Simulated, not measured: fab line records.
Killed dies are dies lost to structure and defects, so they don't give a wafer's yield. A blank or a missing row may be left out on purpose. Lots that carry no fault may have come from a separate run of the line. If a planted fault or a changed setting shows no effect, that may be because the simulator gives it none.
Matching of chambers | flow n5_finfet | 3 sister chambers for N5_BEOL_M9_PECVD_70 on pecvd-02
The step deposits SiO2 from TEOS/O2, target thk 20 nm, time 22.7 s. 3 wafers are shown with their chamber, then 8 later ones without.

## EACH WAFER AND ITS CHAMBER
wafer  | chamber | showerhead_vpp_V (V)
L081.2 | 1       | 1282
L087.6 | 2       | 1393
L086.1 | 0       | 1249

## WAFERS MISSING THEIR CHAMBER
wafer  | showerhead_vpp_V (V)
L086.3 | 1272
L086.4 | 1414
L094.1 | 1248
L094.5 | 1307
L094.6 | 1396
L097.2 | 1288
L097.4 | 1390
L097.6 | 1253

## CHAMBER TAKEN BY EACH
wafer  | from the rows above     | in truth
L086.3 | can't be placed: 1 or 0 | 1
L086.4 | 2                       | 2
L094.1 | 0                       | 0
L094.5 | 1                       | 1
L094.6 | 2                       | 2
L097.2 | 1                       | 1
L097.4 | 2                       | 2
L097.6 | 0                       | 0
Correctly placed: 7 of 8. Can't be placed from these rows: 1 (the true chamber is among the candidates in 1). 0 placed wrongly.
How it was worked out, from the rows above alone: a wafer's distance from a chamber is the root of the sum, over the readings, of the square of ((its reading less the chamber's mean) divided by the reading's scatter). If the next closest chamber is less than 2 further off than the closest, the wafer can't be placed; otherwise it belongs to the closest. Each chamber's mean is taken over the wafers shown for it. The scatter: with one shown wafer a chamber, the root of the mean of the squares of how far each hidden wafer lies from its nearest shown one.
